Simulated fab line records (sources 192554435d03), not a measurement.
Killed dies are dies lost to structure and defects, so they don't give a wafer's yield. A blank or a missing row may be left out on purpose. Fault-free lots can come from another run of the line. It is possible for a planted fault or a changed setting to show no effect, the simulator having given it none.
Matching of chambers :: flow n5-finfet :: N5_MOL_CONTACT_COAG_ETCH_66 on rie-diel-05 has 3 sister chambers
The step etches SiARC in CF4, target depth 13 nm, time 21.7 s. 14 wafers are shown with their chamber, then 4 later ones without.

## WAFERS PAIRED WITH THEIR CHAMBERS
wafer: L074.2
chamber: 2
throttle-valve-pct (%): 15.62
drypump-motor-current-A (A): 6.15
oes-product-au (a.u.): 0.74

wafer: L074.3
chamber: 3
throttle-valve-pct (%): 15.92
drypump-motor-current-A (A): 5.88
oes-product-au (a.u.): 0.60

wafer: L074.6
chamber: 2
throttle-valve-pct (%): 15.63
drypump-motor-current-A (A): 6.15
oes-product-au (a.u.): 0.74

wafer: L075.2
chamber: 0
throttle-valve-pct (%): 15.25
drypump-motor-current-A (A): 5.56
oes-product-au (a.u.): 0.69

wafer: L075.3
chamber: 2
throttle-valve-pct (%): 15.61
drypump-motor-current-A (A): 6.11
oes-product-au (a.u.): 0.75

wafer: L075.5
chamber: 2
throttle-valve-pct (%): 15.62
drypump-motor-current-A (A): 6.15
oes-product-au (a.u.): 0.75

wafer: L077.3
chamber: 3
throttle-valve-pct (%): 15.92
drypump-motor-current-A (A): 5.95
oes-product-au (a.u.): 0.59

wafer: L077.5
chamber: 2
throttle-valve-pct (%): 15.62
drypump-motor-current-A (A): 6.17
oes-product-au (a.u.): 0.73

wafer: L077.6
chamber: 0
throttle-valve-pct (%): 15.28
drypump-motor-current-A (A): 5.60
oes-product-au (a.u.): 0.69

wafer: L078.1
chamber: 2
throttle-valve-pct (%): 15.65
drypump-motor-current-A (A): 6.15
oes-product-au (a.u.): 0.73

wafer: L078.2
chamber: 3
throttle-valve-pct (%): 15.94
drypump-motor-current-A (A): 5.99
oes-product-au (a.u.): 0.59

wafer: L078.3
chamber: 0
throttle-valve-pct (%): 15.28
drypump-motor-current-A (A): 5.60
oes-product-au (a.u.): 0.68

wafer: L083.2
chamber: 2
throttle-valve-pct (%): 15.66
drypump-motor-current-A (A): 6.15
oes-product-au (a.u.): 0.72

wafer: L083.3
chamber: 0
throttle-valve-pct (%): 15.30
drypump-motor-current-A (A): 5.56
oes-product-au (a.u.): 0.67

SIGNATURES, as means of the wafers listed above
reading: throttle-valve-pct
chamber 0: 15.2775
chamber 2: 15.6300
chamber 3: 15.9267
scatter within a chamber: 0.0179

reading: drypump-motor-current-A
chamber 0: 5.5800
chamber 2: 6.1471
chamber 3: 5.9400
scatter within a chamber: 0.0298

reading: oes-product-au
chamber 0: 0.6825
chamber 2: 0.7371
chamber 3: 0.5933
scatter within a chamber: 0.00993
Rule: a wafer's distance from a chamber is the root of the sum, over the readings, of the square of ((its reading less the chamber's mean) divided by the reading's scatter). If the next closest chamber is less than 2 further off than the closest, the wafer can't be placed; otherwise it belongs to the closest. The scatter: take each reading less its chamber's mean, square it, sum over the shown wafers, divide by the number of wafers less the number of chambers, and take the root.

## WAFERS WHOSE CHAMBER IS MISSING
wafer: L083.5
throttle-valve-pct (%): 15.66
drypump-motor-current-A (A): 6.14
oes-product-au (a.u.): 0.72

wafer: L091.4
throttle-valve-pct (%): 15.68
drypump-motor-current-A (A): 6.13
oes-product-au (a.u.): 0.71

wafer: L093.1
throttle-valve-pct (%): 15.34
drypump-motor-current-A (A): 5.56
oes-product-au (a.u.): 0.65

wafer: L093.2
throttle-valve-pct (%): 15.49
drypump-motor-current-A (A): 5.89
oes-product-au (a.u.): 0.83

## CHAMBER TAKEN BY EACH
wafer: L083.5
from the rows above: 2
in truth: 2

wafer: L091.4
from the rows above: 2
in truth: 2

wafer: L093.1
from the rows above: 0
in truth: 0

wafer: L093.2
from the rows above: 2
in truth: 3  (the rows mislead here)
Placed correctly: 3 of 4. Number that these rows cannot place: 0. Placed wrongly: 1.
